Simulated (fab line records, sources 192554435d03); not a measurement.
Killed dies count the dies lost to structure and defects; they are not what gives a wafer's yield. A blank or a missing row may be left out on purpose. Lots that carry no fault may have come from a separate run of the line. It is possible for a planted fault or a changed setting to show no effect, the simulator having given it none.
Which tool did it? + flow n5 finfet + 24 lots, 72 wafers sampled, at 6 steps of a route of 1938

== WHAT THE GAUGES READ, wafer by wafer ==
N5_BEOL_M11_THK_MEAS_01.
| lot  | measured     | on            | M11_ILD_THK (nm) |
|------|--------------|---------------|------------------|
| L076 | day 12 00:40 | film metro-02 | 266 271 277      |
| L078 | day 12 13:06 | film metro-02 | 263 266 270      |
| L074 | day 12 17:12 | film metro-01 | 261 272 270      |
| L077 | day 12 21:03 | film metro-02 | 271 268 272      |
| L079 | day 13 00:31 | film metro-02 | 265 265 267      |
| L080 | day 13 01:49 | film metro-01 | 266 269 269      |
| L075 | day 13 05:56 | film metro-02 | 265 267 270      |
| L081 | day 13 18:49 | film metro-02 | 266 267 272      |
| L083 | day 14 00:16 | film metro-02 | 261 259 265      |
| L082 | day 14 01:36 | film metro-02 | 270 272 276      |
| L086 | day 15 02:19 | film metro-02 | 265 267 270      |
| L084 | day 15 07:24 | film metro-02 | 267 272 267      |
| L085 | day 15 08:44 | film metro-02 | 270 264 269      |
| L087 | day 15 11:11 | film metro-02 | 263 272 271      |
| L088 | day 16 03:51 | film metro-02 | 267 262 272      |
| L089 | day 16 03:49 | film metro-02 | 263 260 266      |
| L091 | day 16 04:19 | film metro-02 | 266 270 266      |
| L094 | day 16 09:16 | film metro-02 | 264 266 271      |
| L090 | day 16 13:23 | film metro-01 | 264 263 268      |
| L092 | day 16 20:51 | film metro-02 | 266 264 269      |
| L093 | day 16 22:58 | film metro-02 | 267 273 266      |
| L096 | day 18 05:38 | film metro-01 | 266 267 272      |
| L095 | day 18 04:29 | film metro-01 | 262 266 260      |
| L097 | day 19 01:53 | film metro-01 | 267 271 270      |

N5_BEOL_M11_CD_MEAS_28 targets a cd of 70 nm.
| lot  | measured     | on        | cd nm (nm)     |
|------|--------------|-----------|----------------|
| L076 | day 12 04:04 | cd sem-02 | 71.7 71.0 70.3 |
| L078 | day 12 17:19 | cd sem-03 | 68.9 69.7 67.5 |
| L074 | day 12 21:46 | cd sem-01 | 70.2 70.3 70.2 |
| L077 | day 13 01:40 | cd sem-03 | 70.2 70.5 70.2 |
| L079 | day 13 04:12 | cd sem-02 | 69.3 69.0 69.1 |
| L080 | day 13 04:38 | cd sem-01 | 70.2 69.5 70.5 |
| L075 | day 13 10:49 | cd sem-03 | 68.3 68.7 68.6 |
| L081 | day 13 22:46 | cd sem-01 | 69.1 68.5 67.6 |
| L083 | day 14 04:09 | cd sem-01 | 68.3 67.6 69.3 |
| L082 | day 14 12:19 | cd sem-01 | 70.1 70.8 70.7 |
| L086 | day 15 05:20 | cd sem-03 | 71.9 69.7 70.2 |
| L084 | day 15 10:05 | cd sem-03 | 68.8 69.8 69.4 |
| L085 | day 15 12:55 | cd sem-03 | 70.3 70.1 70.2 |
| L087 | day 15 14:21 | cd sem-01 | 69.2 69.7 69.2 |
| L088 | day 16 09:08 | cd sem-03 | 71.6 71.5 71.4 |
| L089 | day 16 09:19 | cd sem-01 | 71.3 70.8 71.2 |
| L091 | day 16 10:30 | cd sem-02 | 71.0 72.0 71.0 |
| L094 | day 16 12:41 | cd sem-01 | 69.8 69.0 68.3 |
| L090 | day 16 16:05 | cd sem-01 | 69.1 69.1 69.4 |
| L092 | day 16 22:41 | cd sem-02 | 71.6 71.1 70.7 |
| L093 | day 17 03:04 | cd sem-01 | 70.3 70.9 70.7 |
| L096 | day 18 08:43 | cd sem-02 | 69.3 69.9 69.3 |
| L095 | day 18 07:54 | cd sem-03 | 68.5 69.2 68.4 |
| L097 | day 19 04:46 | cd sem-02 | 70.9 70.3 71.0 |

N5_BEOL_M11_OVL_MEAS_29.
| lot  | measured     | on         | V10_OVL (nm)   |
|------|--------------|------------|----------------|
| L076 | day 12 04:05 | overlay-02 | -1.2 -1.2 -1.9 |
| L078 | day 12 17:21 | overlay-02 | 1.6 1.1 1.1    |
| L074 | day 12 21:48 | overlay-01 | -0.9 -1.0 -1.0 |
| L077 | day 13 01:41 | overlay-01 | -0.1 -0.2 -0.1 |
| L079 | day 13 04:13 | overlay-02 | 0.6 -1.2 -1.5  |
| L080 | day 13 04:40 | overlay-02 | 0.1 -0.5 -0.1  |
| L075 | day 13 10:50 | overlay-01 | -1.0 -0.3 -1.2 |
| L081 | day 13 22:48 | overlay-02 | -0.5 -1.1 -0.3 |
| L083 | day 14 04:11 | overlay-02 | -0.1 -2.2 -0.4 |
| L082 | day 14 12:20 | overlay-02 | -0.8 -1.4 -1.3 |
| L086 | day 15 05:22 | overlay-01 | -0.5 -0.2 -0.3 |
| L084 | day 15 10:07 | overlay-01 | 0.8 0.5 -0.6   |
| L085 | day 15 12:57 | overlay-02 | -1.2 -2.3 -1.8 |
| L087 | day 15 14:23 | overlay-01 | -1.6 -0.7 -1.7 |
| L088 | day 16 09:10 | overlay-01 | -1.3 0.1 0.5   |
| L089 | day 16 09:20 | overlay-02 | -0.2 -1.6 -0.8 |
| L091 | day 16 10:32 | overlay-01 | -1.1 -0.5 -1.0 |
| L094 | day 16 12:43 | overlay-01 | -1.5 -0.8 0.2  |
| L090 | day 16 16:07 | overlay-02 | -1.5 -0.6 -0.3 |
| L092 | day 16 22:43 | overlay-02 | -1.9 -1.3 -0.7 |
| L093 | day 17 03:05 | overlay-01 | -1.0 0.1 -1.9  |
| L096 | day 18 08:44 | overlay-02 | -1.4 -0.8 0.0  |
| L095 | day 18 07:56 | overlay-01 | -1.7 -1.4 -2.1 |
| L097 | day 19 04:47 | overlay-01 | 0.4 0.0 -0.6   |

== TOOL THAT RAN EACH LOT (tool first, then ch and the chambers of the sampled wafers, then the start) ==
| lot  | N5_BEOL_M9_DEP_56               | N5_BEOL_M10_STRIP_67               | N5_BEOL_M10_STRIP_19               |
|------|---------------------------------|------------------------------------|------------------------------------|
| L076 | pecvd-04 ch 1,2, day 11 18:17   | rie diel-06 ch 1,2,3, day 11 19:53 | rie diel-02 ch 0,1,2, day 11 20:09 |
| L078 | pecvd-03 ch 0,1, day 12 03:50   | rie diel-02 ch 1,3, day 12 06:39   | rie diel-02 ch 0,2,3, day 12 06:48 |
| L074 | pecvd-04 ch 0,1, day 12 07:13   | rie diel-06 ch 0,1,2, day 12 10:41 | rie diel-02 ch 1,2,3, day 12 10:52 |
| L077 | pecvd-02 ch 1,2, day 12 11:53   | rie diel-02 ch 0,1,3, day 12 15:12 | rie diel-06 ch 0,2, day 12 15:22   |
| L079 | pecvd-04 ch 0,1,2, day 12 15:59 | rie diel-03 ch 0,1,3, day 12 18:46 | rie diel-02 ch 0,2, day 12 18:55   |
| L080 | pecvd-02 ch 0,1,2, day 12 16:41 | rie diel-06 ch 0,1, day 12 19:26   | rie diel-03 ch 0,2, day 12 19:36   |
| L075 | pecvd-04 ch 0,1,2, day 12 20:43 | rie diel-06 ch 0,1, day 12 23:13   | rie diel-06 ch 0,1,2, day 12 23:22 |
| L081 | pecvd-02 ch 0,1,2, day 13 10:21 | rie diel-06 ch 0,1,3, day 13 12:56 | rie diel-02 ch 2,3, day 13 13:05   |
| L083 | pecvd-04 ch 0,1,2, day 13 13:43 | rie diel-02 ch 0,1,2, day 13 17:07 | rie diel-06 ch 1,3, day 13 17:16   |
| L082 | pecvd-03 ch 0,1, day 13 13:50   | rie diel-03 ch 0,2, day 13 17:17   | rie diel-03 ch 0,2,3, day 13 17:26 |
| L086 | pecvd-02 ch 0,1,2, day 14 17:28 | rie diel-06 ch 0,1,2, day 14 19:29 | rie diel-06 ch 1,2,3, day 14 19:41 |
| L084 | pecvd-03 ch 0,1,2, day 15 00:50 | rie diel-02 ch 1,2, day 15 02:55   | rie diel-02 ch 0,1,2, day 15 03:04 |
| L085 | pecvd-03 ch 0,1, day 15 01:06   | rie diel-03 ch 0,1,3, day 15 03:28 | rie diel-02 ch 0,1,3, day 15 03:37 |
| L087 | pecvd-02 ch 0,1, day 15 03:25   | rie diel-03 ch 0,2, day 15 05:21   | rie diel-03 ch 0,1,3, day 15 05:46 |
| L088 | pecvd-02 ch 1,2, day 15 18:47   | rie diel-02 ch 0,1,3, day 15 22:39 | rie diel-02 ch 0,1, day 15 22:58   |
| L089 | pecvd-02 ch 1,2, day 15 19:20   | rie diel-03 ch 0,2,3, day 15 22:40 | rie diel-02 ch 1,2,3, day 15 23:00 |
| L091 | pecvd-04 ch 1,2, day 15 20:44   | rie diel-02 ch 0,1,2, day 15 22:56 | rie diel-06 ch 0,3, day 15 23:05   |
| L094 | pecvd-03 ch 0,1, day 16 02:47   | rie diel-06 ch 1,3, day 16 04:28   | rie diel-03 ch 0,1,2, day 16 04:39 |
| L090 | pecvd-04 ch 1,2, day 16 05:40   | rie diel-06 ch 1,2, day 16 07:38   | rie diel-02 ch 1,2, day 16 07:48   |
| L092 | pecvd-04 ch 0,1,2, day 16 12:22 | rie diel-06 ch 1,3, day 16 15:11   | rie diel-03 ch 1,2,3, day 16 15:28 |
| L093 | pecvd-04 ch 1,2, day 16 15:06   | rie diel-03 ch 0,1,3, day 16 17:57 | rie diel-06 ch 1,2,3, day 16 18:11 |
| L096 | pecvd-04 ch 1,2, day 17 15:20   | rie diel-06 ch 1,2, day 17 18:50   | rie diel-02 ch 0,1,2, day 17 18:59 |
| L095 | pecvd-03 ch 0,1,2, day 17 16:55 | rie diel-03 ch 1,3, day 17 19:20   | rie diel-06 ch 1,2,3, day 17 19:29 |
| L097 | pecvd-02 ch 0,1, day 18 17:59   | rie diel-06 ch 1,2,3, day 18 20:07 | rie diel-02 ch 0,2,3, day 18 20:16 |
- N5_BEOL_M9_DEP_56: deposits SiCN from 3MS/NH3, target thk 15 nm, time 26.5 s.
- N5_BEOL_M10_STRIP_67: strips in CF4.
- N5_BEOL_M10_STRIP_19: strips in O2.

== WHAT THE TOOLS THEMSELVES READ (means of the sampled wafers that have a number; where no wafer has one, the mark that the record gives instead) ==
N5_BEOL_M9_DEP_56.
| lot  | tool     | showerhead plenum p Torr (Torr) | showerhead vpp V (V) | throttle valve pct (%) |
|------|----------|---------------------------------|----------------------|------------------------|
| L076 | pecvd-04 | 3.655                           | 801                  | 8.5                    |
| L078 | pecvd-03 | 3.664                           | 847                  | 9.4                    |
| L074 | pecvd-04 | 3.667                           | 895                  | 9.2                    |
| L077 | pecvd-02 | 3.646                           | 897                  | 9.1                    |
| L079 | pecvd-04 | 3.665                           | 860                  | 9.0                    |
| L080 | pecvd-02 | 3.664                           | 908                  | 9.3                    |
| L075 | pecvd-04 | 3.660                           | 857                  | 8.9                    |
| L081 | pecvd-02 | 3.667                           | 908                  | 9.3                    |
| L083 | pecvd-04 | 3.664                           | 856                  | 9.1                    |
| L082 | pecvd-03 | 3.664                           | 853                  | 9.3                    |
| L086 | pecvd-02 | 3.668                           | 906                  | 9.2                    |
| L084 | pecvd-03 | 3.660                           | 850                  | 8.8                    |
| L085 | pecvd-03 | 3.652                           | 855                  | 9.5                    |
| L087 | pecvd-02 | 3.682                           | 924                  | 9.3                    |
| L088 | pecvd-02 | 3.650                           | 890                  | 9.1                    |
| L089 | pecvd-02 | 3.661                           | 907                  | 9.2                    |
| L091 | pecvd-04 | 3.664                           | 821                  | 8.6                    |
| L094 | pecvd-03 | 3.657                           | 851                  | 9.1                    |
| L090 | pecvd-04 | 3.671                           | 815                  | 8.6                    |
| L092 | pecvd-04 | 3.664                           | 850                  | 8.7                    |
| L093 | pecvd-04 | 3.657                           | 806                  | 8.6                    |
| L096 | pecvd-04 | 3.662                           | 816                  | 8.6                    |
| L095 | pecvd-03 | 3.663                           | 860                  | 8.9                    |
| L097 | pecvd-02 | 3.676                           | 912                  | 8.6                    |

N5_BEOL_M10_STRIP_67.
| lot  | tool        | drypump motor current A (A) | oes product au (a.u.) | power w (W) | rf vpp V (V) | showerhead plenum p Torr (Torr) | throttle valve pct (%) |
|------|-------------|-----------------------------|-----------------------|-------------|--------------|---------------------------------|------------------------|
| L076 | rie diel-06 | 6.0                         | 0.68                  | 299.3       | 271.6        | 1.84                            | 13.7                   |
| L078 | rie diel-02 | 6.1                         | 0.71                  | 298.8       | 269.8        | 1.73                            | 13.7                   |
| L074 | rie diel-06 | 5.8                         | 0.69                  | 300.0       | 272.5        | 1.84                            | 13.8                   |
| L077 | rie diel-02 | 6.0                         | 0.76                  | 300.4       | 270.9        | 1.78                            | 13.5                   |
| L079 | rie diel-03 | 5.6                         | 0.86                  | 300.2       | 271.6        | 1.84                            | 13.5                   |
| L080 | rie diel-06 | 5.4                         | 0.69                  | 300.5       | 271.1        | 1.84                            | 13.8                   |
| L075 | rie diel-06 | 5.4                         | 0.69                  | 300.1       | 271.6        | 1.84                            | 13.8                   |
| L081 | rie diel-06 | 6.0                         | 0.77                  | 300.2       | 272.1        | 1.85                            | 13.6                   |
| L083 | rie diel-02 | 5.6                         | 0.90                  | 300.4       | 271.7        | 1.81                            | 13.3                   |
| L082 | rie diel-03 | 5.4                         | 0.75                  | 300.3       | 270.1        | 1.74                            | 13.6                   |
| L086 | rie diel-06 | 5.8                         | 0.77                  | 300.5       | 272.6        | 1.84                            | 13.6                   |
| L084 | rie diel-02 | 5.4                         | 0.91                  | 300.3       | 270.7        | 1.76                            | 13.4                   |
| L085 | rie diel-03 | 5.7                         | 0.83                  | 299.9       | 271.6        | 1.83                            | 13.5                   |
| L087 | rie diel-03 | 5.1                         | 0.79                  | 300.3       | 270.2        | 1.75                            | 13.5                   |
| L088 | rie diel-02 | 6.0                         | 0.80                  | 300.5       | 270.6        | 1.77                            | 13.4                   |
| L089 | rie diel-03 | 5.5                         | 0.81                  | 300.7       | 271.1        | 1.79                            | 13.4                   |
| L091 | rie diel-02 | 5.6                         | 0.86                  | 300.1       | 271.9        | 1.80                            | 13.3                   |
| L094 | rie diel-06 | 6.3                         | 0.91                  | 299.9       | 271.4        | 1.84                            | 13.3                   |
| L090 | rie diel-06 | 5.5                         | 0.92                  | 300.3       | 272.3        | 1.83                            | 13.3                   |
| L092 | rie diel-06 | 5.7                         | 0.92                  | 300.1       | 272.1        | 1.84                            | 13.3                   |
| L093 | rie diel-03 | 5.7                         | 0.81                  | 298.8       | 272.5        | 1.83                            | 13.6                   |
| L096 | rie diel-06 | 5.5                         | 0.89                  | 300.3       | 271.8        | 1.82                            | 13.3                   |
| L095 | rie diel-03 | 6.0                         | 0.77                  | 300.0       | 272.8        | 1.85                            | 13.9                   |
| L097 | rie diel-06 | 6.1                         | 0.85                  | 300.0       | 271.3        | 1.82                            | 13.3                   |

N5_BEOL_M10_STRIP_19.
| lot  | tool        | drypump motor current A (A) | oes product au (a.u.) | rf vpp V (V) | showerhead plenum p Torr (Torr) | temp c (C) | throttle valve pct (%) |
|------|-------------|-----------------------------|-----------------------|--------------|---------------------------------|------------|------------------------|
| L076 | rie diel-02 | 5.6                         | 0.84                  | 3.3          | 2.12                            | 39.99      | 16.6                   |
| L078 | rie diel-02 | 5.9                         | 0.85                  | 3.0          | 2.09                            | 40.15      | 16.3                   |
| L074 | rie diel-02 | 5.7                         | 0.77                  | 3.2          | 2.04                            | 39.96      | 16.7                   |
| L077 | rie diel-06 | 6.0                         | 0.70                  | 3.4          | 2.15                            | 40.10      | 16.8                   |
| L079 | rie diel-02 | 5.5                         | 0.92                  | 3.2          | 2.11                            | 39.98      | 16.3                   |
| L080 | rie diel-03 | 5.4                         | 0.76                  | 3.9          | 2.00                            | 40.04      | 16.6                   |
| L075 | rie diel-06 | 5.8                         | 0.67                  | 3.7          | 2.16                            | 40.04      | 16.9                   |
| L081 | rie diel-02 | 6.0                         | 0.77                  | 4.4          | 2.01                            | 40.04      | 16.5                   |
| L083 | rie diel-06 | 6.3                         | 0.85                  | 3.5          | 2.14                            | 39.88      | 16.4                   |
| L082 | rie diel-03 | 5.5                         | 0.83                  | 3.9          | 2.09                            | 40.06      | 16.5                   |
| L086 | rie diel-06 | 6.1                         | 0.84                  | 3.3          | 2.15                            | 39.99      | 16.5                   |
| L084 | rie diel-02 | 5.6                         | 0.89                  | 4.1          | 2.11                            | 39.98      | 16.5                   |
| L085 | rie diel-02 | 6.0                         | 0.82                  | 3.9          | 2.09                            | 40.04      | 16.5                   |
| L087 | rie diel-03 | 5.6                         | 0.83                  | 4.0          | 2.15                            | 40.10      | 16.7                   |
| L088 | rie diel-02 | 5.7                         | 0.88                  | 4.0          | 2.11                            | 40.04      | 16.6                   |
| L089 | rie diel-02 | 5.7                         | 0.82                  | 3.6          | 2.03                            | 39.94      | 16.6                   |
| L091 | rie diel-06 | 6.5                         | 0.83                  | 3.5          | 2.12                            | 40.01      | 16.4                   |
| L094 | rie diel-03 | 5.5                         | 0.75                  | 3.3          | 2.06                            | 40.07      | 16.8                   |
| L090 | rie diel-02 | 5.3                         | 0.88                  | 3.1          | 2.05                            | 40.04      | 16.5                   |
| L092 | rie diel-03 | 5.9                         | 0.76                  | 3.8          | 2.13                            | 39.96      | 16.8                   |
| L093 | rie diel-06 | 6.0                         | 0.91                  | 3.4          | 2.15                            | 39.92      | 16.4                   |
| L096 | rie diel-02 | 5.6                         | 0.84                  | 3.8          | 2.10                            | 40.13      | 16.5                   |
| L095 | rie diel-06 | 6.1                         | 0.88                  | 3.2          | 2.14                            | 39.94      | 16.5                   |
| L097 | rie diel-02 | 5.9                         | 0.86                  | 3.2          | 2.16                            | 39.99      | 16.3                   |

== THE ANSWER, worked out from the rows above alone ==
Rule: usual is defined by the lots themselves. Put in order of their means at a reading, lots are off if they are a third of the lots or fewer, leave a main group of 4 or more, and stand apart from it by a gap of 3 or more times the standard deviation of the main group's means; of several such gaps the widest counts. A main group whose means are all the same, to the digits that the tables above print for the reading, isn't used. Also off: a lot with no number at a reading for which 4 or more lots have one. All remaining lots with rows at the step are treated as sound. The gauges are gone through in route order, then the tools' own readings, and for those a lot's mean is taken as printed above. The first step at which some lot is off is used, and at that step the reading that is off furthest; a lot without a number counts as furthest.
No lot is off on any of the readings shown, so nothing can be concluded from this.

== WHAT THE SIMULATOR PUT IN ==
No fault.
